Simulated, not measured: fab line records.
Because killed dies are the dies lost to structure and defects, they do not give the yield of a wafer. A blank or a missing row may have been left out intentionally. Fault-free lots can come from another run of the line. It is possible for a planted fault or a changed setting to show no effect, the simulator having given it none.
fab line records | flow n5_finfet
record lots=5 | wafers=15 | last_day=18
route steps=1938 shown MOL_CONTACT_COAG@607 BEOL_M0_SAQP@632 PASSIVATION@1936
lots that met no fault: from a run of the same line without faults
start_h: hours from the record's first day to the start of the lot's first wafer shown | wait_h: hours since the lot's step before | " identical to the entry in the row above | L1.1+2: one row covering several wafers at once | - no value, or no start was given | * or withheld: withheld | < > ~ a bound
route shown NAME@n: names a module that has steps shown in the file, with the first one's number in the route | usual: the fault-free wafers' mean and standard deviation | same: alike in all rows | chamber/n: place in a boat | sites: each site's reading | _std_site: the values' standard deviation | _edge_site: outer sites' mean less inner sites' | radius_mm: for every site, how far away it sits from the centre of the wafer | mask NAME#n: copy n | behind: the last tool/chamber to shape the wafer | hold: the reason the lot was held/the length of the hold in hours/how it ended | device: names the non-switching transistor (n, p or np) | end of line: tests run on the same wafers once the route is complete | a step given without rows: its recipe and nothing more | killed: not the wafer's yield, but the dies lost to structure and defects at the first sort | map: per-die view of a wafer (x killed, . not killed, _ where there is no die)
set.NAME: the setting that was run; set.NAME@STEP: the one run at that earlier step | model.NAME: the simulator's own value behind a step, which no gauge read
lots at some steps of the route; a table a step, a row a wafer
services: when a tool's chamber went out of use (start_h, in hours from the record's first day, below 0 if earlier), for how many hours, and the reason
## steps
# step N5_MOL_CONTACT_COAG_ETCH_66
# recipe chemistry=CF4 | target=SiARC | target_depth_a=130 | mask_material=CAR-EUV | time_s=21.7 | ion_energy_ev=80 | pressure_mtorr=40 | source_w=545 | bias_w=36 | Ar_flow_sccm=100 | cf4_flow_sccm=100 | ends=cleared
# step N5_MOL_CONTACT_COAG_ALD_133
# recipe material=SiO2 | target_thk_a=50 | temp_c=100 | ald_precursor_family=BDEAS | ald_co_reactant=O2-plasma | pulse_time_s=1 | co_reactant_pulse_time_s=1 | purge_time_s=2 | co_reactant_purge_time_s=2 | ald_cycles=35 | pressure_torr=2
# step N5_MOL_CONTACT_COAG_ETCHBACK_134
# recipe chemistry=CHF3 | target=SiO2 | target_depth_a=100 | time_s=6.7 | ion_energy_ev=200 | pressure_mtorr=30 | source_w=610 | bias_w=170 | Ar_flow_sccm=200 | CHF3_flow_sccm=50
# step N5_MOL_CONTACT_COAG_ETCH_67
# recipe chemistry=N2/H2 | target=SOC | target_depth_a=600 | overetch_a=210 | mask_material=SiARC | temp_c=40 | time_s=101.2 | ion_energy_ev=200 | pressure_mtorr=30 | source_w=840 | bias_w=150 | n2_flow_sccm=200 | h2_flow_sccm=200
# usual chamber_pressure_mTorr=30.00/0.039 | drypump_motor_current_A=5.8/0.44 | h2_flow_sccm=199.9/0.65 | oes_product_au=0.67/0.078 | rf_fwd_power_W=835.4/2.7 | rf_vpp_V=523.7/2.7 | showerhead_plenum_p_Torr=2.53/0.093 | throttle_valve_pct=17.85/0.25
lot.wafer | tool        | chamber | start_h | wait_h | chamber_pressure_mTorr | drypump_motor_current_A | h2_flow_sccm | oes_product_au | rf_fwd_power_W | rf_hours_counter_h | rf_vpp_V | showerhead_plenum_p_Torr | throttle_valve_pct
L259.3    | rie_diel-03 | 3       | 113.74  | 0.0    | 30.04                  | 6.6                     | 201.1        | 0.72           | 829.5          | 50                 | 527.9    | 2.68                     | 17.44
L259.4    | "           | 1       | "       | "      | 30.01                  | 5.7                     | 199.4        | 0.59           | 830.5          | 225                | 525.6    | 2.64                     | 18.33
L259.5    | "           | 1       | "       | "      | 30.00                  | 5.7                     | 199.5        | 0.59           | 832.9          | -                  | 525.8    | 2.64                     | 18.34
L272.2    | rie_diel-06 | 0       | 188.66  | 0.0    | 30.00                  | 6.5                     | 200.1        | 0.65           | 836.9          | 135                | 520.2    | 2.45                     | 17.79
L272.3    | "           | 3       | "       | "      | 29.98                  | 5.5                     | 199.9        | 0.75           | 834.1          | 23                 | 522.5    | 2.49                     | 18.01
L272.4    | "           | 3       | "       | "      | 30.03                  | 5.6                     | 200.0        | 0.75           | 832.2          | -                  | 522.9    | 2.49                     | 18.02
L273.1    | rie_diel-06 | 2       | 191.73  | 0.0    | 30.00                  | 5.3                     | 198.4        | 0.82           | 834.9          | 0                  | 525.8    | 2.60                     | 17.60
L273.3    | "           | 0       | "       | "      | 30.03                  | 6.5                     | 199.3        | 0.64           | 837.1          | 135                | 519.8    | 2.45                     | 17.80
L273.4    | "           | 3       | "       | "      | 30.04                  | 5.6                     | 199.9        | 0.74           | 836.3          | 24                 | 522.1    | 2.49                     | 18.02
L279.1    | rie_diel-01 | 1       | 226.39  | 0.0    | 30.00                  | 5.3                     | 201.1        | 0.59           | 832.6          | 231                | 519.9    | 2.41                     | 18.38
L279.2    | "           | 3       | "       | "      | 29.96                  | 5.5                     | 199.8        | 0.59           | 831.7          | 209                | 523.1    | 2.50                     | 17.78
L279.4    | "           | 0       | "       | "      | 30.02                  | 5.5                     | 199.5        | 0.61           | 832.9          | 192                | 526.9    | 2.64                     | 17.98
L280.3    | rie_diel-03 | 3       | 231.39  | 0.0    | 30.01                  | 6.6                     | 200.3        | 0.68           | 834.2          | 93                 | 527.6    | 2.66                     | 17.50
L280.5    | "           | 2       | "       | "      | 30.01                  | 5.7                     | 200.8        | 0.74           | 833.3          | -                  | 528.2    | 2.70                     | 17.83
L280.6    | "           | 1       | "       | "      | 29.97                  | 5.6                     | 200.3        | 0.81           | 832.8          | -                  | 524.8    | 2.63                     | 17.97
# step N5_MOL_CONTACT_COAG_STRIP_68
# recipe chemistry=N2/H2 | temp_c=40 | n2_flow_sccm=200 | h2_flow_sccm=200 | rf_frequency_hz=6e+07
# step N5_MOL_CONTACT_COAG_STRIP_69
# recipe chemistry=N2/H2 | temp_c=40 | n2_flow_sccm=200 | h2_flow_sccm=200 | rf_frequency_hz=6e+07
# step N5_MOL_CONTACT_COAG_ETCHBACK_136
# recipe chemistry=CHF3 | target=SiO2 | target_depth_a=250 | time_s=16.7 | ion_energy_ev=200 | pressure_mtorr=30 | source_w=610 | bias_w=170 | Ar_flow_sccm=200 | CHF3_flow_sccm=50
# step N5_MOL_CONTACT_COAG_STRIP_120
# recipe chemistry=CHF3 | resist=SiARC | rf_frequency_hz=6e+07
# step N5_MOL_CONTACT_COAG_VIA_ETCH_117
# recipe chemistry=C4F6/O2 | target_depth_a=400 | overetch_a=80 | mask_material=SOC | target=SiO2 | bias_w=455 | pressure_mtorr=10 | time_s=26 | source_w=325 | Ar_flow_sccm=300 | C4F6_flow_sccm=10 | O2_flow_sccm=10 | ion_energy_ev=575.3 | ends=end_point
# step N5_MOL_CONTACT_COAG_ETCH_124
# recipe chemistry=CH3F/O2 | target=SiNx | target_depth_a=65 | mask_material=SOC | stop_on=SiOC | over_etch_frac=0.3 | ion_energy_ev=120 | pressure_mtorr=30 | source_w=395 | bias_w=73 | Ar_flow_sccm=150 | CH3F_flow_sccm=30 | O2_flow_sccm=20 | ends=end_point
# step N5_MOL_CONTACT_COAG_ETCH_48
# recipe chemistry=C4F6/O2 | target_depth_a=150 | overetch_a=45 | mask_material=SOC | target=SiOC | bias_w=465 | pressure_mtorr=10 | time_s=17 | source_w=335 | Ar_flow_sccm=300 | C4F6_flow_sccm=10 | O2_flow_sccm=10 | ion_energy_ev=576
# step N5_MOL_CONTACT_COAG_STRIP_72
# recipe chemistry=N2/H2 | power_w=450 | temp_c=40 | pressure_mtorr=20 | rf_frequency_hz=6e+07 | overash_fraction=3 | bias_power_w=7 | h2_frac=0.5 | n2_flow_sccm=200 | h2_flow_sccm=200
# step N5_MOL_CONTACT_COAG_STRIP_49
# recipe chemistry=N2/H2 | time_s=30 | power_w=1000 | temp_c=250 | pressure_mtorr=withheld | n2_flow_sccm=1750 | h2_flow_sccm=3250
# usual drypump_motor_current_A=6.05/0.25 | h2_flow_sccm=3250/9.9 | heater_power_w=359/26
lot.wafer | tool            | chamber | start_h | wait_h | drypump_motor_current_A | h2_flow_sccm | heater_power_w | rf_hours_counter_h
L259.3    | plasma_asher-02 | 0       | 114.11  | -      | 6.38                    | 3263         | 370            | -
L259.4    | "               | 1       | "       | "      | 6.08                    | 3258         | 316            | -
L259.5    | "               | 1       | "       | "      | 6.10                    | 3257         | 316            | -
L272.2    | plasma_asher-02 | 1       | 188.99  | -      | 6.11                    | 3242         | 324            | 111
L272.3    | "               | 0       | "       | "      | 6.41                    | 3236         | 375            | -
L272.4    | "               | 1       | "       | "      | 6.13                    | 3251         | 309            | -
L273.1    | plasma_asher-01 | 1       | 192.06  | -      | 5.91                    | 3256         | 371            | 54
L273.3    | "               | 1       | "       | "      | 5.91                    | 3252         | 370            | -
L273.4    | "               | 0       | "       | "      | 5.75                    | 3261         | 379            | -
L279.1    | plasma_asher-02 | 0       | 226.72  | -      | 6.40                    | 3254         | 368            | 118
L279.2    | "               | 1       | "       | "      | 6.11                    | 3245         | 323            | 118
L279.4    | "               | 1       | "       | "      | 6.12                    | 3268         | 320            | -
L280.3    | plasma_asher-01 | 1       | 231.73  | -      | 5.92                    | 3247         | 369            | -
L280.5    | "               | 1       | "       | "      | 5.91                    | 3240         | 370            | -
L280.6    | "               | 0       | "       | "      | 5.70                    | 3243         | 383            | -
# step N5_MOL_CONTACT_COAG_PRECLEAN_138
# recipe chemistry=alkaline_clean | temp_c=60 | time_s=60 | do_ppb=50
# step N5_MOL_CONTACT_COAG_SRD_139
# recipe dry=ipa_marangoni | time_s=30 | temp_c=23 | rinse_liquid=diw
# step N5_MOL_CONTACT_COAG_CD_MEAS_101
# recipe target_cd_nm=16
# usual cd_nm=16.2/0.35
lot.wafer | tool      | chamber | start_h | wait_h | cd_nm
L259.3    | cd_sem-03 | -       | 114.24  | 0.0    | 16.0
L259.4    | "         | -       | "       | "      | 16.2
L259.5    | "         | -       | "       | "      | 16.6
L272.2    | cd_sem-03 | -       | 189.14  | 0.0    | 16.3
L272.3    | "         | -       | "       | "      | 16.3
L272.4    | "         | -       | "       | "      | 16.6
L273.1    | cd_sem-01 | -       | 192.20  | 0.0    | 16.3
L273.3    | "         | -       | "       | "      | 16.2
L273.4    | "         | -       | "       | "      | 15.5
L279.1    | cd_sem-03 | -       | 226.87  | 0.0    | 16.6
L279.2    | "         | -       | "       | "      | 16.3
L279.4    | "         | -       | "       | "      | 16.2
L280.3    | cd_sem-01 | -       | 231.87  | 0.0    | 16.0
L280.5    | "         | -       | "       | "      | 15.8
L280.6    | "         | -       | "       | "      | 16.3
# step N5_MOL_CONTACT_COAG_PRE_CLEAN_121
# recipe gas=H2/He | time_s=* | temp_c=withheld
# step N5_MOL_CONTACT_COAG_CVD_140
# recipe material=W | target_thk_a=665 | mode=selective_fill | temp_c=300 | time_s=215
# usual heater_power_w=489/67 | susceptor_temp_C=299.98/0.21
lot.wafer | tool     | chamber | start_h | wait_h | heater_power_w | susceptor_temp_C
L259.3    | cvd_w-02 | 0       | 114.45  | 0.1    | 466            | 299.98
L259.4    | "        | 1       | "       | "      | 522            | 299.91
L259.5    | "        | 0       | "       | "      | 465            | 299.78
L272.2    | cvd_w-02 | 0       | 189.27  | 0.1    | 480            | 300.03
L272.3    | "        | 0       | "       | "      | 473            | 300.05
L272.4    | "        | 1       | "       | "      | 542            | 299.66
L273.1    | cvd_w-01 | 0       | 192.34  | 0.1    | 571            | 299.59
L273.3    | "        | 1       | "       | "      | 395            | 299.97
L273.4    | "        | 0       | "       | "      | 561            | 299.80
L279.1    | cvd_w-02 | 1       | 227.00  | 0.1    | 526            | 299.96
L279.2    | "        | 0       | "       | "      | 466            | 299.81
L279.4    | "        | 1       | "       | "      | 525            | 300.06
L280.3    | cvd_w-01 | 0       | 232.07  | 0.1    | 567            | 299.72
L280.5    | "        | 0       | "       | "      | 553            | 300.11
L280.6    | "        | 1       | "       | "      | 390            | 299.70
# step N5_MOL_CONTACT_COAG_PRECLEAN_127
# recipe chemistry=DIW | time_s=57.5 | temp_c=23
# step N5_MOL_CONTACT_COAG_SRD_128
# recipe dry_time_s=32 | dry=n2_spin | spin_rpm=1500
# step N5_MOL_CONTACT_COAG_CMP_52
# recipe stop_on=SiO2 | t_overpolish_s=1.5 | post_cmp_clean=w_dilute_nh4oh | down_force_psi=4 | platen_rpm=50.289 | pad_velocity_m_s=1.0006 | target_thk_nm=66.5
# step N5_MOL_CONTACT_COAG_THK_MEAS_53
# recipe reads=SiO2_of_MOL_CONTACT_COAG_PECVD_31
# usual VIA_MOL_THK=43.9/0.68
lot.wafer | tool          | chamber | start_h | wait_h | VIA_MOL_THK[nm]
L259.3    | film_metro-02 | -       | 115.01  | -      | 44.3
L259.4    | "             | -       | "       | "      | 44.4
L259.5    | "             | -       | "       | "      | 45.9
L272.2    | film_metro-01 | -       | 189.88  | -      | 42.6
L272.3    | "             | -       | "       | "      | 43.6
L272.4    | "             | -       | "       | "      | 43.2
L273.1    | film_metro-01 | -       | 192.95  | -      | 42.5
L273.3    | "             | -       | "       | "      | 43.6
L273.4    | "             | -       | "       | "      | 44.6
L279.1    | film_metro-01 | -       | 227.61  | -      | 43.3
L279.2    | "             | -       | "       | "      | 43.9
L279.4    | "             | -       | "       | "      | 43.3
L280.3    | film_metro-02 | -       | 232.61  | -      | 43.9
L280.5    | "             | -       | "       | "      | 43.7
L280.6    | "             | -       | "       | "      | 43.6
# step N5_MOL_CONTACT_COAG_ANNEAL_112
# recipe temp_c=400 | time_s=1800 | ambient=HPD2 | pressure_atm=10
# step N5_BEOL_M0_SAQP_PECVD_00
# recipe material=SiCN | target_thk_a=80 | temp_c=withheld | precursor=3MS/NH3 | pressure_torr=3 | rf_w=202 | time_s=14
# usual rf_fwd_power_W=198.8/1.1 | showerhead_plenum_p_Torr=3.667/0.011 | throttle_valve_pct=9.2/0.68
lot.wafer | tool     | chamber | start_h | wait_h | rf_fwd_power_W | showerhead_plenum_p_Torr | throttle_valve_pct
L259.3    | pecvd-04 | 2       | 119.77  | 0.1    | 199.2          | 3.647                    | 8.3
L259.4    | "        | 2       | "       | "      | 199.8          | 3.649                    | 8.5
L259.5    | "        | 0       | "       | "      | 200.2          | 3.681                    | 8.8
L272.2    | pecvd-02 | 2       | 194.79  | 0.2    | 199.4          | 3.674                    | 9.3
L272.3    | "        | 1       | "       | "      | 197.3          | 3.666                    | 9.6
L272.4    | "        | 2       | "       | "      | 198.7          | 3.676                    | 9.6
L273.1    | pecvd-02 | 2       | 197.79  | 0.2    | 199.2          | 3.664                    | 9.3
L273.3    | "        | 1       | "       | "      | 197.7          | 3.663                    | 9.7
L273.4    | "        | 1       | "       | "      | 197.6          | 3.668                    | 9.7
L279.1    | pecvd-02 | 1       | 231.00  | 0.2    | 197.1          | 3.664                    | 9.5
L279.2    | "        | 0       | "       | "      | 199.0          | 3.675                    | 9.2
L279.4    | "        | 1       | "       | "      | 197.0          | 3.667                    | 9.8
L280.3    | pecvd-01 | 1       | 236.01  | 0.1    | 198.2          | 3.682                    | 9.0
L280.5    | "        | 1       | "       | "      | 198.4          | 3.679                    | 8.6
L280.6    | "        | 2       | "       | "      | 197.8          | 3.665                    | 9.0
# step N5_BEOL_M0_SAQP_ILD_DEP_01
# recipe material=SiOC | target_thk_a=454.19 | temp_c=350 | precursor=DEMS/O2 | pressure_torr=5 | rf_w=500 | time_s=8.7
# step N5_BEOL_M0_SAQP_HM_DEP_02
# recipe material=TiN | target_thk_a=120 | temp_c=25 | chamber_pressure_pa=0.49996
# usual substrate_temp_c=25.00/0.096 | susceptor_temp_C=24.98/0.1 | throttle_valve_pct=29.9/0.94
lot.wafer | tool           | chamber | start_h | wait_h | substrate_temp_c | susceptor_temp_C | throttle_valve_pct
L259.3    | pvd_sputter-03 | -       | 121.60  | 1.8    | 24.95            | 25.08            | 31.4
L259.4    | "              | -       | "       | "      | 25.05            | 25.12            | 28.3
L259.5    | "              | -       | "       | "      | 24.95            | 25.02            | 28.2
L272.2    | pvd_sputter-01 | -       | 198.51  | 3.7    | 24.94            | 24.99            | 30.6
L272.3    | "              | -       | "       | "      | 25.00            | 25.10            | 30.8
L272.4    | "              | -       | "       | "      | 24.94            | 24.89            | 30.5
L273.1    | pvd_sputter-01 | -       | 199.11  | 1.3    | 24.94            | 24.96            | 29.8
L273.3    | "              | -       | "       | "      | 24.98            | 24.97            | 30.4
L273.4    | "              | -       | "       | "      | 25.08            | 25.02            | 30.6
L279.1    | pvd_sputter-03 | -       | 231.27  | 0.2    | 25.02            | 24.98            | 29.4
L279.2    | "              | -       | "       | "      | 25.19            | 25.01            | 29.0
L279.4    | "              | -       | "       | "      | 24.87            | 24.99            | 31.2
L280.3    | pvd_sputter-02 | -       | 236.39  | 0.3    | 25.12            | 24.87            | 29.8
L280.5    | "              | -       | "       | "      | 24.97            | 24.93            | 29.6
L280.6    | "              | -       | "       | "      | 25.12            | 25.14            | 29.6
# step N5_BEOL_M0_SAQP_PECVD_03
# recipe material=SiCN | target_thk_a=120 | temp_c=withheld | precursor=3MS/NH3 | pressure_torr=3 | rf_w=202 | time_s=21.1
# step N5_BEOL_M0_SAQP_PECVD_96
# recipe material=a-Si | target_thk_a=450 | temp_c=350 | precursor=SiH4/He | pressure_torr=3 | rf_w=100 | time_s=45.2
# step N5_BEOL_M0_SAQP_PECVD_97
# recipe material=SiNx | target_thk_a=230 | temp_c=350 | precursor=SiH4/NH3/N2 | pressure_torr=1.5 | rf_w=300 | time_s=19.9
# step N5_BEOL_M0_SAQP_PECVD_04
# recipe material=a-Si | target_thk_a=600 | temp_c=350 | precursor=SiH4/He | pressure_torr=3 | rf_w=100 | time_s=60.2
# step N5_BEOL_M0_SAQP_THK_MEAS_05
# usual thk_nm=60.0/0.7
lot.wafer | tool          | chamber | start_h | wait_h | thk_nm
L259.3    | film_metro-02 | -       | 121.93  | 0.1    | 58.8
L259.4    | "             | -       | "       | "      | 61.1
L259.5    | "             | -       | "       | "      | 60.6
L272.2    | film_metro-02 | -       | 198.84  | 0.1    | 59.7
L272.3    | "             | -       | "       | "      | 61.0
L272.4    | "             | -       | "       | "      | 61.4
L273.1    | film_metro-02 | -       | 199.44  | 0.1    | 58.8
L273.3    | "             | -       | "       | "      | 59.5
L273.4    | "             | -       | "       | "      | 59.9
L279.1    | film_metro-02 | -       | 231.60  | 0.1    | 59.9
L279.2    | "             | -       | "       | "      | 60.1
L279.4    | "             | -       | "       | "      | 61.1
L280.3    | film_metro-01 | -       | 236.72  | 0.1    | 59.4
L280.5    | "             | -       | "       | "      | 60.9
L280.6    | "             | -       | "       | "      | 60.3
# step N5_BEOL_M0_SAQP_HM_DEP_111
# recipe material=SiO2 | target_thk_a=120 | temp_c=400 | precursor=SiH4/N2O | pressure_torr=0.75 | rf_w=275 | time_s=7.2
# usual heater_power_w=813/120 | rf_fwd_power_W=272.6/1.2 | showerhead_plenum_p_Torr=8.18/0.1 | susceptor_temp_C=400.00/0.21
lot.wafer | tool     | chamber | start_h | wait_h | heater_power_w | rf_fwd_power_W | showerhead_plenum_p_Torr | susceptor_temp_C
L259.3    | pecvd-01 | 1       | 121.97  | 0.0    | 854            | 271.8          | 8.27                     | 399.81
L259.4    | "        | 1       | "       | "      | 850            | 271.1          | 8.28                     | 400.10
L259.5    | "        | 2       | "       | "      | 764            | 273.5          | 8.11                     | 399.32
L272.2    | pecvd-02 | 1       | 198.88  | 0.0    | 718            | 272.8          | 8.16                     | 399.73
L272.3    | "        | 2       | "       | "      | 715            | 274.0          | 8.22                     | 399.93
L272.4    | "        | 2       | "       | "      | 714            | 272.7          | 8.21                     | 399.93
L273.1    | pecvd-01 | 2       | 199.48  | 0.0    | 664            | 272.2          | 8.12                     | 399.80
L273.3    | "        | 0       | "       | "      | 1014           | 271.4          | 8.16                     | 399.90
L273.4    | "        | 2       | "       | "      | 672            | 272.4          | 8.12                     | 400.05
L279.1    | pecvd-02 | 1       | 231.63  | 0.0    | 722            | 271.5          | 8.17                     | 400.10
L279.2    | "        | 0       | "       | "      | 804            | 271.7          | 8.29                     | 400.04
L279.4    | "        | 0       | "       | "      | 826            | 274.1          | 8.30                     | 399.88
L280.3    | pecvd-01 | 1       | 236.75  | 0.0    | 800            | 271.5          | 8.28                     | 400.40
L280.5    | "        | 1       | "       | "      | 786            | 271.4          | 8.26                     | 399.91
L280.6    | "        | 0       | "       | "      | 1102           | 271.0          | 8.13                     | 400.26
# step N5_BEOL_M0_SAQP_COAT_81
# recipe resist=SOC | temp_c=250 | time_s=60 | spin_rpm=1500 | resist_thk_nm=100
# step N5_BEOL_M0_SAQP_COAT_82
# recipe resist=SiARC | temp_c=220 | time_s=60 | spin_rpm=1500 | resist_thk_nm=30
# step N5_BEOL_M0_SAQP_COAT_08
# recipe resist=CAR-ArF | spin_rpm=1500 | resist_thk_nm=90
# step N5_BEOL_M0_SAQP_EBR_10
# recipe solvent=PGMEA | ebr_width_mm=1.5
# step N5_BEOL_M0_SAQP_SOFTBAKE_09
# recipe temp_c=110 | time_s=60 | resist=CAR-ArF
# step N5_BEOL_M0_SAQP_EXPOSE_11
# recipe mask_id=M0_CORE | na=1.35 | source_shape=dipole | sigma_inner=0.538 | sigma_outer=0.738 | polarization=te | target_cd_nm=42 | dose_mj=55
# step N5_BEOL_M0_SAQP_PEB_12
# recipe peb_temp_c=withheld | peb_time_s=60 | resist=CAR-ArF
# step N5_BEOL_M0_SAQP_DEVELOP_13
# recipe develop_time_s=30 | developer=TMAH | resist=CAR-ArF | dev_temp_c=23 | rinse_liquid=diw | dry=air_spin
# step N5_PASSIVATION_PROBE_49
# usual defect_limited_yield=91.1/1.5 | killed_at_M0_to_M3=33/9.9 | killed_at_M4_up=14/5.2 | killed_at_contacts=12/6.7 | killed_at_front_end=43/13 | killed_at_other=3.4/2.7 | killed_dies=105/17 | killed_open=69/13 | killed_short=33/7.5 | sort_bin_5_function=5.2/0.91 | sort_bin_6_memory=3.3/0.71 | sort_n_pass=1075/17 | sort_yield_pct=91.1/1.5
# same gross_dies=1180 | killed_at_back_side=0 | sort_bin_4_leakage[%]=0 | sort_bin_8_speed[%]=0
lot.wafer | tool      | chamber | start_h | wait_h | defect_limited_yield[%] | killed_at_M0_to_M3 | killed_at_M4_up | killed_at_contacts | killed_at_front_end | killed_at_other | killed_dies | killed_open | killed_short | sort_bin_5_function[%] | sort_bin_6_memory[%] | sort_n_pass | sort_yield_pct[%]
L280.3    | prober-01 | -       | 432.45  | 0.1    | 83.0                    | 40                 | 10              | 116                | 31                  | 4               | 201         | 50          | 38           | 10.5                   | 5.0                  | 979         | 83.0
L280.5    | prober-01 | -       | 432.55  | 0.2    | 83.4                    | 32                 | 14              | 122                | 23                  | 5               | 196         | 62          | 26           | 10.8                   | 4.0                  | 984         | 83.4
# killed by level:class
L280.3 MOL_CONTACT_COAG:unspecified=112 BEOL_M0_SAQP:geometric_particle:short=10 FIN_SAQP:geometric_particle:short=8 BEOL_M0_SAQP:geometric_particle:open=7 BEOL_M1:geometric_particle:open=6 BEOL_M3:geometric_particle:open=4 STI_FIN_REVEAL:geometric_particle:open=4 BEOL_M1:geometric_particle:short=4
L280.5 MOL_CONTACT_COAG:unspecified=107 MOL_CONTACT_COAG:geometric_particle:open=10 BEOL_M0_SAQP:geometric_particle:open=7 BEOL_M4:geometric_particle:open=7 BEOL_M3:geometric_particle:open=6 MOL_CONTACT_COAG:geometric_particle:short=5 BEOL_M0_SAQP:geometric_particle:short=5 STI_FIN_REVEAL:geometric_particle:open=4
# map L280.3 (x killed, . not)
_________________............________________
______________.x................_____________
___________..x....................x__________
__________...x..x......x.x.........._________
________.......................x.x...._______
_______..............x.....x...........______
______.....x................x..........._____
_____......x.x...............x...........____
____.x..x.......x..........x..............___
___.................x.......x..xx..........__
___.......xx.....................x.........__
__......x...x..............................._
__..........x...x.x........................._
_......x...xx....................x.....x.....
_..x.x.............x.....x..........x........
_x...............x...........................
_.x.....x.................x...x..........x...
_............................................
_....xx.........x.x......x.....x.............
_.x.....x.......x............x....x.xx.......
_x..x.........x..............x...............
__x.x....x..x...x..x....xx..x..............._
__x.x....x.xx.xxxxx.xx.x...................._
___......xxxxxxxxxxxxx.....................__
___......xx.xxxxxxxxxx..............x......__
____.x.x..xxxxxxxxxxxxxx..........x.......___
_____.x.xxxxxxxxxxxxxxx...............x..____
______...xxxxxxxxxxxx..............x...._____
_______..xxxxxxxxxxx...................______
________..xxxxxxxx.xxx.x.........x.x.._______
__________.xxx.xxx.x.x....x........._________
___________x.xxx...................__________
______________....x......x......_____________
_________________............________________
# map L273.3 (x killed, . not)
_________________x........x..________________
______________.................._____________
___________........................__________
__________.........x......x...x....._________
________....x....x...................._______
_______.....x.......x..........x...xx..______
______...x........x.....x........x......_____
_____......x......x......x...............____
____x.....x...xx..x......x.........x......___
___....x...................................__
___....x..x.xx.............................__
__....................x...............x....x_
__...............x...........x........x....x_
_..........x............................x....
_..................x...................x..x..
_..............x......................x.x....
_...xx...........x......x...............x...x
_....x.................xx....................
_..x...........x.............x...xx..........
_x.x...............x.........................
_.........x...............x......x.......x...
__...........x.x..x........................._
__........x.....x..........x............x.x._
___...........x..............x............x__
___........................................__
____......................................___
_____..............x.....................____
______..............x............x......_____
_______................................______
________..x..x........................_______
__________..................x.x....._________
___________........................__________
______________..........x...x..._____________
_________________.....x......________________
## services
tool           | chamber | start_h | hours | kind
rie_diel-01    | 1       | 95.89   | 7.1   | repair
rie_diel-06    | 3       | 104.22  | -     | clean
pecvd-02       | -       | 104.86  | 0.8   | repair
cvd_w-02       | -       | 107.35  | 0.8   | repair
cvd_w-01       | -       | 111.57  | 0.7   | repair
pecvd-02       | 1       | 119.52  | 2.1   | scheduled_down
rie_diel-06    | -       | 127.09  | 0.4   | repair
pvd_sputter-03 | -       | 128.00  | 1.9   | repair
pecvd-01       | -       | 145.35  | 0.5   | repair
pecvd-02       | -       | 149.95  | 0.2   | repair
pecvd-01       | -       | 157.26  | 0.6   | repair
pecvd-02       | -       | 163.60  | 0.6   | repair
cvd_w-02       | 1       | 177.38  | 7.0   | repair
rie_diel-03    | 2       | 177.94  | 5.5   | repair
pecvd-02       | -       | 181.91  | 2.8   | pm
pecvd-01       | 2       | 192.46  | 2.1   | scheduled_down
cvd_w-02       | 0       | 196.14  | 1.7   | repair
rie_diel-06    | 0       | 200.50  | 16.6  | repair
pecvd-02       | 2       | 202.38  | -     | clean
pecvd-02       | 2       | 202.38  | -     | consumable_replace:showerhead
pecvd-02       | 2       | 202.38  | 29.0  | scheduled_down
pecvd-02       | 2       | 202.38  | 29.0  | vent_cycle
rie_diel-03    | -       | 205.84  | 0.2   | repair
rie_diel-03    | 2       | 220.89  | 7.3   | repair
## key
first_sign step=N5_PASSIVATION_PROBE_49 | reading=killed_at_contacts | direction=up | sigmas=16 | usual=12 | struck=119
effect step=N5_PASSIVATION_PROBE_49 | reading=defect_limited_yield | direction=down | sigmas=5.4 | usual=91.1 | struck=83.2
more_kills_born_at N5_MOL_CONTACT_COAG_STRIP_49@plasma_asher-01=219
met_at N5_MOL_CONTACT_COAG_STRIP_49
struck_wafers L280.3,L280.5
onset_between 192.06 231.73
fault kind=chamber_particle_source | tool=plasma_asher-01 | chamber=1 | onset_h=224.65 | steps=N5_MOL_CONTACT_COAG_STRIP_49 | rate_per_visit_cm2=0.51422 | end_h=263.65
